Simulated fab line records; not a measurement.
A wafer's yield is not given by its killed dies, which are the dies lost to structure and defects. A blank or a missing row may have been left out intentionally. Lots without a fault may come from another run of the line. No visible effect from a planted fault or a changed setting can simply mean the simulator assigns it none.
Chamber matching	flow nand-harc	4 sister chambers for NHARC_A_STAIRCASE_TRIM_229 on rie-diel-04
The step chemistry O2, time 211.2 s. 8 wafers are shown with their chamber, then 9 later ones without.

== WAFERS WITH THEIR CHAMBER ==
wafer	chamber	showerhead-plenum-p-Torr (Torr)	drypump-motor-current-A (A)
L080.1	2	3.58	4.8
L080.5	3	3.76	5.6
L085.3	2	3.57	4.8
L087.5	1	3.27	6.0
L087.6	0	3.65	5.3
L090.1	0	3.64	5.3
L090.4	1	3.26	6.0
L090.5	3	3.75	5.5

== WAFERS WITH NO CHAMBER GIVEN ==
wafer	showerhead-plenum-p-Torr (Torr)	drypump-motor-current-A (A)
L091.1	3.64	5.3
L091.3	3.75	5.6
L091.4	3.64	5.3
L092.2	3.56	4.9
L092.3	3.74	5.6
L092.4	3.63	5.3
L097.1	3.56	4.9
L097.2	3.63	5.3
L097.3	3.80	6.0

== CHAMBER TAKEN BY EACH ==
wafer	from the rows above	in truth
L091.1	0	0
L091.3	3	3
L091.4	0	0
L092.2	2	2
L092.3	3	3
L092.4	0	0
L097.1	2	2
L097.2	0	0
L097.3	3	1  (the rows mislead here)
8 of 9 placed correctly. From these rows, 0 cannot be placed. Placed wrongly: 1.
How it was worked out, from the rows above alone: a wafer's distance from a chamber is the root of the sum, over the readings, of the square of ((its reading less the chamber's mean) divided by the reading's scatter). If the next closest chamber is less than 2 further off than the closest, the wafer can't be placed; otherwise it belongs to the closest. A chamber's mean is the mean of its shown wafers. The scatter: the root of (the sum of the squares of (reading less its chamber's mean) over the shown wafers, divided by (wafers less chambers)).
